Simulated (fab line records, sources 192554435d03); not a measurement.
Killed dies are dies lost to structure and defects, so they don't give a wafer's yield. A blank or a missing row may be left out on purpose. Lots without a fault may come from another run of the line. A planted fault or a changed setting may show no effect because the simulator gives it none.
Which tool did it? | flow n5_finfet | 9 lots, 27 wafers sampled, at 6 steps of a route of 1938

WHAT THE GAUGES READ, wafer by wafer
N5_SD_ACTIVATION_RS_MEAS_03: measures by four-point-probe. Usual: RS_SD_N 21.76 ohm/sq, standard deviation 0.28; RS_SD_P 55.8 ohm/sq, standard deviation 0.72.
lot  | measured    | on            | RS_SD_N (ohm/sq)  | RS_SD_P (ohm/sq) | flag
L784 | day 4 03:29 | film_metro-02 | 21.61 21.77 21.99 | 54.8 54.5 54.7   |
L785 | day 4 12:58 | film_metro-01 | 21.28 21.76 21.53 | 55.5 55.4 55.2   |
L786 | day 4 15:05 | film_metro-01 | 22.20 22.12 22.05 | 56.2 55.7 55.7   |
L788 | day 5 08:17 | film_metro-02 | 25.57 25.55 25.61 | 56.9 56.9 57.9   | OFF
L790 | day 5 19:43 | film_metro-01 | 25.45 25.35 25.41 | 55.9 56.3 56.7   | OFF
L796 | day 7 06:46 | film_metro-02 | 21.96 21.83 21.88 | 56.7 57.0 56.5   |
L800 | day 8 06:40 | film_metro-02 | 21.62 21.89 21.83 | 55.3 55.2 56.1   |
L801 | day 8 14:46 | film_metro-02 | 21.89 21.61 21.71 | 56.1 55.7 56.6   |
L803 | day 9 01:05 | film_metro-02 | 21.85 22.09 22.06 | 54.3 55.5 54.4   |

N5_ILD0_THK_MEAS_13. Usual: thk_nm 17.8 nm, standard deviation 1.
lot  | measured    | on            | thk_nm (nm)    | flag
L784 | day 4 11:11 | film_metro-02 | 15.6 16.2 15.5 |
L785 | day 4 20:58 | film_metro-01 | 17.7 16.7 17.6 |
L786 | day 4 22:01 | film_metro-01 | 17.4 17.1 16.2 |
L788 | day 5 15:07 | film_metro-01 | 17.8 16.6 16.8 |
L790 | day 6 02:24 | film_metro-02 | 18.6 18.7 19.2 |
L796 | day 7 14:22 | film_metro-01 | 17.9 16.5 18.4 |
L800 | day 8 13:19 | film_metro-02 | 18.8 18.9 18.4 |
L801 | day 8 21:46 | film_metro-01 | 17.2 15.9 16.0 |
L803 | day 9 07:41 | film_metro-01 | 16.8 16.5 15.6 |

N5_BEOL_M4_RC_MEAS_101. Usual: DIBL_N 36.3 mV/V, standard deviation 1.4; DIBL_P 35.7 mV/V, standard deviation 1.5; IOFF_N 0.155 nA/um, standard deviation 0.022; IOFF_P 0.204 nA/um, standard deviation 0.027; ION_N 671 uA/um, standard deviation 9; ION_P 459 uA/um, standard deviation 6.2; RC_DENSE_N 18.9 ohm.um, standard deviation 0.32; RC_N 15.40 ohm.um, standard deviation 0.25; REXT_N 75.4 ohm.um, standard deviation 1.5; RS_SD_N 28.2 ohm/sq, standard deviation 0.39; SS_N 71.5 mV/dec, standard deviation 0.54; SS_P 73.1 mV/dec, standard deviation 0.56; VT_N 250.2 mV, standard deviation 2.6; VT_P -251 mV, standard deviation 3.3.
lot  | measured     | on        | DIBL_N (mV/V)  | DIBL_P (mV/V)  | IOFF_N (nA/um)    | IOFF_P (nA/um)    | ION_N (uA/um) | ION_P (uA/um) | RC_DENSE_N (ohm.um) | RC_N (ohm.um)     | REXT_N (ohm.um) | RS_SD_N (ohm/sq) | SS_N (mV/dec)  | SS_P (mV/dec)  | VT_N (mV)         | VT_P (mV)      | flag
L784 | day 8 21:08  | prober-02 | 35.0 36.4 38.2 | 34.9 36.8 38.8 | 0.137 0.176 0.212 | 0.171 0.195 0.222 | 663 682 686   | 453 464 456   | 19.0 19.5 19.4      | 15.51 15.81 15.99 | 76.3 75.8 76.0  | 28.2 28.0 28.4   | 70.7 71.5 71.1 | 72.3 73.4 73.6 | 250.8 245.6 243.2 | -255 -254 -252 |
L785 | day 8 23:38  | prober-02 | 36.2 34.4 36.4 | 35.2 33.4 34.8 | 0.150 0.129 0.161 | 0.229 0.214 0.235 | 666 670 667   | 468 471 461   | 18.9 18.8 18.9      | 15.56 15.47 15.53 | 74.0 73.2 74.1  | 28.0 28.0 28.1   | 71.1 70.6 70.9 | 73.1 72.0 73.4 | 252.7 251.9 248.3 | -247 -250 -247 |
L786 | day 9 00:10  | prober-01 | 37.8 35.7 36.8 | 37.2 35.6 37.0 | 0.193 0.148 0.185 | 0.243 0.210 0.239 | 674 670 691   | 465 464 470   | 19.4 19.0 19.1      | 15.85 15.41 15.38 | 76.2 76.6 75.4  | 28.9 28.7 28.6   | 71.1 70.6 71.4 | 74.0 73.3 73.5 | 246.9 250.1 247.2 | -246 -248 -246 |
L788 | day 9 20:37  | prober-01 | 35.1 35.9 36.5 | 35.5 35.8 35.6 | 0.131 0.146 0.147 | 0.177 0.185 0.174 | 669 654 661   | 462 451 447   | 22.0 22.0 22.2      | 17.90 17.87 17.90 | 83.2 83.2 83.5  | 31.8 32.1 32.2   | 70.9 71.2 71.5 | 72.4 73.4 72.5 | 253.4 252.1 253.1 | -255 -255 -258 | OFF
L790 | day 10 16:14 | prober-01 | 34.6 35.7 36.2 | 33.3 35.0 35.6 | 0.125 0.150 0.149 | 0.189 0.217 0.225 | 661 671 654   | 467 465 464   | 22.1 21.9 21.6      | 18.09 17.78 17.48 | 82.1 82.2 82.1  | 32.6 32.3 32.7   | 72.2 71.8 71.4 | 73.0 72.9 72.9 | 253.0 248.3 250.2 | -247 -248 -247 | OFF
L796 | day 11 15:41 | prober-02 | 38.7 38.6 37.4 | 36.4 36.9 35.5 | 0.170 0.167 0.143 | 0.212 0.211 0.199 | 677 673 668   | 462 457 456   | 19.0 19.1 19.4      | 15.56 15.59 15.93 | 74.5 74.2 75.3  | 28.4 28.3 28.8   | 72.5 72.1 72.0 | 73.1 74.2 73.8 | 246.9 247.0 252.2 | -247 -252 -251 |
L800 | day 12 20:58 | prober-02 | 36.2 36.3 35.9 | 36.8 36.8 36.0 | 0.153 0.158 0.143 | 0.207 0.213 0.194 | 675 671 663   | 466 460 457   | 18.9 19.2 18.9      | 15.44 15.75 15.36 | 76.3 76.3 76.4  | 28.2 28.5 28.4   | 71.5 71.3 71.1 | 72.7 73.0 72.4 | 250.7 251.5 253.7 | -250 -249 -251 |
L801 | day 13 05:38 | prober-01 | 36.0 34.7 37.8 | 35.2 33.2 37.7 | 0.143 0.120 0.188 | 0.185 0.159 0.224 | 674 655 682   | 459 450 464   | 18.7 18.6 18.7      | 15.24 15.13 15.15 | 76.9 77.1 76.4  | 28.4 28.5 28.2   | 71.3 72.0 71.5 | 72.9 72.7 73.9 | 252.5 253.5 245.5 | -254 -254 -251 |
L803 | day 13 14:47 | prober-01 | 33.6 36.1 33.8 | 33.7 36.6 33.5 | 0.105 0.139 0.106 | 0.161 0.207 0.159 | 653 663 644   | 456 461 452   | 18.7 19.2 19.0      | 15.26 15.49 15.48 | 73.8 74.2 74.0  | 28.7 28.4 28.6   | 71.3 71.6 70.9 | 72.2 73.2 72.9 | 254.8 251.6 255.0 | -251 -251 -254 |

WHICH TOOL RAN EACH LOT (tool, then ch and the chambers of the sampled wafers, then the start)
lot  | N5_SD_EPI_P_ETCH_16               | N5_SD_ACTIVATION_LSA_01           | N5_ILD0_LINER_00
L784 | rie_diel-06 ch 0,1, day 3 23:49   | laser_anneal-02 ch 0, day 4 03:16 | ald_sin-03 ch 0,2, day 4 03:50
L785 | rie_diel-04 ch 0,1,2, day 4 09:05 | laser_anneal-01 ch 0, day 4 12:47 | ald_sin-01 ch 0,2,3, day 4 13:40
L786 | rie_diel-04 ch 0,2,3, day 4 11:22 | laser_anneal-02 ch 0, day 4 14:54 | ald_sin-03 ch 0,1,2, day 4 15:35
L788 | rie_diel-06 ch 2,3, day 5 04:46   | laser_anneal-02 ch 0, day 5 08:05 | ald_sin-01 ch 0,2,3, day 5 08:41
L790 | rie_diel-02 ch 0,1,3, day 5 16:11 | laser_anneal-02 ch 0, day 5 19:31 | ald_sin-01 ch 1,2,3, day 5 20:05
L796 | rie_diel-04 ch 0,1,3, day 7 03:13 | laser_anneal-01 ch 0, day 7 06:34 | ald_sin-01 ch 0,2,3, day 7 07:40
L800 | rie_diel-06 ch 2,3, day 8 01:10   | laser_anneal-01 ch 0, day 8 06:28 | ald_sin-03 ch 0,2,3, day 8 07:01
L801 | rie_diel-02 ch 0,1,2, day 8 10:18 | laser_anneal-02 ch 0, day 8 14:33 | ald_sin-03 ch 0,1,3, day 8 15:17
L803 | rie_diel-04 ch 0,1, day 8 20:41   | laser_anneal-01 ch 0, day 9 00:54 | ald_sin-04 ch 1,2,3, day 9 01:29
- N5_SD_EPI_P_ETCH_16: etches SiO2 in CHF3/O2, target depth 5 nm.
- N5_SD_ACTIVATION_LSA_01: time 0.0008 s.
- N5_ILD0_LINER_00: material SiNx, target thk 4 nm, pulse time 1 s, purge time 2 s.

WHAT THE TOOLS THEMSELVES READ (means of the sampled wafers that have a number; where no wafer has one, the mark that the record gives instead)
N5_SD_EPI_P_ETCH_16. Usual: drypump_motor_current_A 5.80 A, standard deviation 0.28; oes_product_au 0.77 a.u., standard deviation 0.08; rf_fwd_power_W 642.9 W, standard deviation 2.7; rf_vpp_V 525 V, standard deviation 4.3; showerhead_plenum_p_Torr 2.42 Torr, standard deviation 0.074; throttle_valve_pct 18.99 %, standard deviation 0.27.
lot  | tool        | drypump_motor_current_A (A) | oes_product_au (a.u.) | rf_fwd_power_W (W) | rf_vpp_V (V) | showerhead_plenum_p_Torr (Torr) | throttle_valve_pct (%) | flag
L784 | rie_diel-06 | 5.91                        | 0.73                  | 644.7              | 532          | 2.48                            | 19.00                  |
L785 | rie_diel-04 | 5.96                        | 0.82                  | 640.8              | 525          | 2.39                            | 18.89                  |
L786 | rie_diel-04 | 5.70                        | 0.84                  | 641.0              | 525          | 2.43                            | 18.83                  |
L788 | rie_diel-06 | 6.03                        | 0.82                  | 644.1              | 529          | 2.40                            | 18.99                  |
L790 | rie_diel-02 | 5.87                        | 0.73                  | 641.7              | 524          | 2.43                            | 19.13                  |
L796 | rie_diel-04 | 5.86                        | 0.83                  | 641.6              | 525          | 2.48                            | 19.11                  |
L800 | rie_diel-06 | 5.91                        | 0.77                  | 644.9              | 530          | 2.45                            | 19.04                  |
L801 | rie_diel-02 | 5.76                        | 0.75                  | 644.0              | 525          | 2.37                            | 19.04                  |
L803 | rie_diel-04 | 6.11                        | 0.88                  | 644.7              | 526          | 2.54                            | 19.06                  |

N5_SD_ACTIVATION_LSA_01. Usual: wafer_temp_C_max 1085.0, standard deviation 1.4.
lot  | tool            | wafer_temp_C_max | flag
L784 | laser_anneal-02 | 1086.1           |
L785 | laser_anneal-01 | 1084.2           |
L786 | laser_anneal-02 | 1085.6           |
L788 | laser_anneal-02 | 1052.9           | OFF
L790 | laser_anneal-02 | 1052.2           | OFF
L796 | laser_anneal-01 | 1083.5           |
L800 | laser_anneal-01 | 1083.7           |
L801 | laser_anneal-02 | 1085.7           |
L803 | laser_anneal-01 | 1083.7           |

N5_ILD0_LINER_00. Usual: heater_power_w 856 W, standard deviation 140; precursor_pulse_height_rel 1.001, standard deviation 0.021.
lot  | tool       | heater_power_w (W) | precursor_pulse_height_rel | flag
L784 | ald_sin-03 | 901                | 0.990                      |
L785 | ald_sin-01 | 884                | 1.009                      |
L786 | ald_sin-03 | 902                | 0.993                      |
L788 | ald_sin-01 | 874                | 1.008                      |
L790 | ald_sin-01 | 896                | 1.005                      |
L796 | ald_sin-01 | 894                | 0.997                      |
L800 | ald_sin-03 | 861                | 0.994                      |
L801 | ald_sin-03 | 866                | 0.990                      |
L803 | ald_sin-04 | 792                | 1.018                      |

THE ANSWER, worked out from the rows above alone
Rule: a lot is off if the mean of its wafers that have a number lies more than 3 standard deviations from the usual mean. A lot without any number at a reading at which 4 lots or more have one is off too. The other lots that the step has rows for count as sound. The gauges are gone through in route order, then the tools' own readings, and for those a lot's mean is taken as printed above. The first step at which some lot is off is used, and at that step the reading that is off furthest; a lot without a number counts as furthest.
Off: L788, L790, at N5_SD_ACTIVATION_RS_MEAS_03 (RS_SD_N).
A tool fits if, at a process step before that reading, it ran every lot that is off, and no sound lot after the first of them. The gauges at N5_SD_ACTIVATION_RS_MEAS_03 aren't tried: what is off there is off at N5_BEOL_M4_RC_MEAS_101 too, on other tools, and a gauge's error can't cause that. None of those tried fits.

WHAT THE SIMULATOR HAD PUT IN
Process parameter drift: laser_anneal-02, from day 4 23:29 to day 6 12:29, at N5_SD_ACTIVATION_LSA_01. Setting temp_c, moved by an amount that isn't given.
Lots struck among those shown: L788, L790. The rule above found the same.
